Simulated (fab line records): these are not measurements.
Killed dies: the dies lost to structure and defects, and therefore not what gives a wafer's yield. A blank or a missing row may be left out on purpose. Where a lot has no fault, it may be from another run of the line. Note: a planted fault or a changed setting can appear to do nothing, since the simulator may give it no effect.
One fault seen from 2 desks || flow nandHarc || each desk has only its own numbers; what lay behind them comes last

## FROM THE METROLOGY DESK
What the gauges read for every lot (on any tool): the sampled wafers with a number, averaged. Any lot whose mean is over 4 standard deviations away from the usual mean is out of limits and marked OUT; that distance is given in the brackets.
Columns: A = cdNm at NHARC_THIN_TSV_CD_MEAS_16, usual 999.4 nm
{"lot": "L274", "first seen here": "day 24 00:22", "A": 1000.2}
{"lot": "L275", "first seen here": "day 24 01:27", "A": 998.4}
{"lot": "L277", "first seen here": "day 24 23:46", "A": 997.8}
{"lot": "L278", "first seen here": "day 25 00:58", "A": 998.9}
{"lot": "L279", "first seen here": "day 25 16:01", "A": 999.5}
{"lot": "L280", "first seen here": "day 26 09:40", "A": 1000.6}
{"lot": "L281", "first seen here": "day 27 01:05", "A": 999.8}
{"lot": "L283", "first seen here": "day 27 13:52", "A": 995.9}
{"lot": "L284", "first seen here": "day 27 21:38", "A": 999.0}
{"lot": "L291", "first seen here": "day 30 23:59", "A": 1001.5}
{"lot": "L294", "first seen here": "day 31 13:38", "A": 1000.0}
{"lot": "L293", "first seen here": "day 32 03:40", "A": 1000.1}
{"lot": "L295", "first seen here": "day 32 19:43", "A": 1000.3}
This desk's verdict: no lot among the 13 shows anything out of limits.

## TOOL OWNER'S DESK, pvdSputter-03
The tool's own readings at NHARC_P_BONDPAD_PVD_27 (deposits Cu, target thk 30 nm, time 20.49 s): means of the sampled wafers that have a number, for each lot that ran on this tool. Any lot whose mean is over 4 standard deviations away from the usual mean is out of limits and marked OUT; that distance is given in the brackets.
Columns: A = throttleValvePct at NHARC_P_BONDPAD_PVD_27, usual 30.2 %
{"lot": "L275", "first seen here": "day 6 23:54", "A": 30.1}
{"lot": "L280", "first seen here": "day 9 06:05", "A": 30.2}
{"lot": "L283", "first seen here": "day 10 05:22", "A": 30.4}
{"lot": "L284", "first seen here": "day 10 19:06", "A": 30.2}
{"lot": "L293", "first seen here": "day 14 19:28", "A": 31.0}
This desk's verdict: no lot among the 5 shows anything out of limits.

## BROUGHT TOGETHER
Metrology desk: nothing out of limits seen.
The tool owner's desk saw nothing out of limits.

## WHAT WAS PUT IN BY THE SIMULATOR
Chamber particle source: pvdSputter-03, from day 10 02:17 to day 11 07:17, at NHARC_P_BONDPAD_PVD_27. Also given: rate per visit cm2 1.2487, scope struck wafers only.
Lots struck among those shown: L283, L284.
